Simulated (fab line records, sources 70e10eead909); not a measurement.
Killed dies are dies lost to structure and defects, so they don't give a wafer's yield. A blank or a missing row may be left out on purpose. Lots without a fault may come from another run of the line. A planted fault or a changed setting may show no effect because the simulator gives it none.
Which tool did it? | flow nand_harc | 24 lots, 72 wafers sampled, at 2 steps of a route of 1159

WHAT THE GAUGES READ, wafer by wafer
NHARC_A_CONTACT_CD_MEAS_53.
lot  | measured     | on        | cd_nm (nm)
L074 | day 17 05:46 | cd_sem-01 | 189.9 189.9 189.4
L075 | day 17 12:27 | cd_sem-02 | 188.9 188.5 187.9
L076 | day 17 13:13 | cd_sem-03 | 189.8 190.2 190.5
L078 | day 18 06:05 | cd_sem-01 | 190.4 189.6 190.1
L077 | day 18 15:04 | cd_sem-01 | 189.8 190.1 189.9
L079 | day 18 21:44 | cd_sem-02 | 189.9 190.4 190.8
L080 | day 19 00:29 | cd_sem-01 | 188.3 189.3 188.6
L081 | day 19 04:13 | cd_sem-02 | 189.3 189.6 189.9
L083 | day 19 06:37 | cd_sem-02 | 189.8 188.2 189.5
L082 | day 19 07:26 | cd_sem-03 | 190.8 189.8 190.6
L084 | day 20 13:55 | cd_sem-01 | 189.5 188.8 189.2
L085 | day 20 18:48 | cd_sem-02 | 190.5 190.0 189.8
L088 | day 20 19:18 | cd_sem-03 | 189.6 189.1 188.8
L091 | day 21 00:26 | cd_sem-03 | 190.2 189.9 189.2
L087 | day 21 13:14 | cd_sem-01 | 188.2 188.9 188.6
L089 | day 21 18:57 | cd_sem-03 | 189.4 190.1 189.3
L092 | day 22 00:01 | cd_sem-03 | 188.9 189.2 189.8
L090 | day 22 05:07 | cd_sem-03 | 188.7 188.7 189.0
L095 | day 22 07:44 | cd_sem-02 | 188.8 188.9 188.5
L094 | day 22 10:23 | cd_sem-01 | 189.4 189.8 189.9
L093 | day 22 10:10 | cd_sem-01 | 190.2 189.9 190.3
L086 | day 22 12:34 | cd_sem-01 | 189.1 189.5 190.1
L096 | day 22 22:16 | cd_sem-01 | 188.7 188.6 188.4
L097 | day 23 01:02 | cd_sem-01 | 189.5 189.5 189.6

WHICH TOOL RAN EACH LOT (tool, then ch and the chambers of the sampled wafers, then the start)
lot  | NHARC_A_CONTACT_ETCH_120
L074 | har_cap_etch-01 ch 0,1, day 17 04:07
L075 | har_cap_etch-02 ch 0,1, day 17 11:05
L076 | har_cap_etch-03 ch 0,1, day 17 12:08
L078 | har_cap_etch-03 ch 0,1, day 18 05:00
L077 | har_cap_etch-02 ch 0,1, day 18 13:58
L079 | har_cap_etch-03 ch 0,1, day 18 20:38
L080 | har_cap_etch-01 ch 0,1, day 18 23:11
L081 | har_cap_etch-02 ch 0,1, day 19 02:50
L083 | har_cap_etch-03 ch 0,1, day 19 05:32
L082 | har_cap_etch-02 ch 0, day 19 06:08
L084 | har_cap_etch-01 ch 0,1, day 20 12:38
L085 | har_cap_etch-03 ch 0,1, day 20 17:44
L088 | har_cap_etch-02 ch 0,1, day 20 18:14
L091 | har_cap_etch-03 ch 0,1, day 20 23:10
L087 | har_cap_etch-01 ch 0,1, day 21 12:07
L089 | har_cap_etch-01 ch 0,1, day 21 17:51
L092 | har_cap_etch-03 ch 0,1, day 21 22:55
L090 | har_cap_etch-02 ch 0,1, day 22 03:50
L095 | har_cap_etch-01 ch 0,1, day 22 06:40
L094 | har_cap_etch-02 ch 0,1, day 22 08:56
L093 | har_cap_etch-01 ch 0,1, day 22 09:05
L086 | har_cap_etch-03 ch 0,1, day 22 11:28
L096 | har_cap_etch-01 ch 0,1, day 22 21:06
L097 | har_cap_etch-02 ch 0,1, day 22 23:34
- NHARC_A_CONTACT_ETCH_120: etches the open film in C4F8/O2/Ar, time 94 s, target depth 922 nm.

WHAT THE TOOLS THEMSELVES READ (means of the sampled wafers that have a number; where no wafer has one, the mark that the record gives instead)
The record holds no such reading with a usual standard deviation.

THE ANSWER, worked out from the rows above alone
Rule: what is usual is taken from the lots themselves. Put in order of their means at a reading, lots are off if they are a third of the lots or fewer, leave a main group of 4 or more, and stand apart from it by a gap of 3 or more times the standard deviation of the main group's means; of several such gaps the widest counts. A main group whose means are all the same, to the digits that the tables above print for the reading, isn't used. A lot without any number at a reading at which 4 lots or more have one is off too. The other lots that the step has rows for count as sound. The gauges are gone through in route order, then the tools' own readings, and for those a lot's mean is taken as printed above. The first step at which some lot is off is used, and at that step the reading that is off furthest; a lot without a number counts as furthest.
No lot is off at any reading shown: from this, nothing can be told.

WHAT THE SIMULATOR HAD PUT IN
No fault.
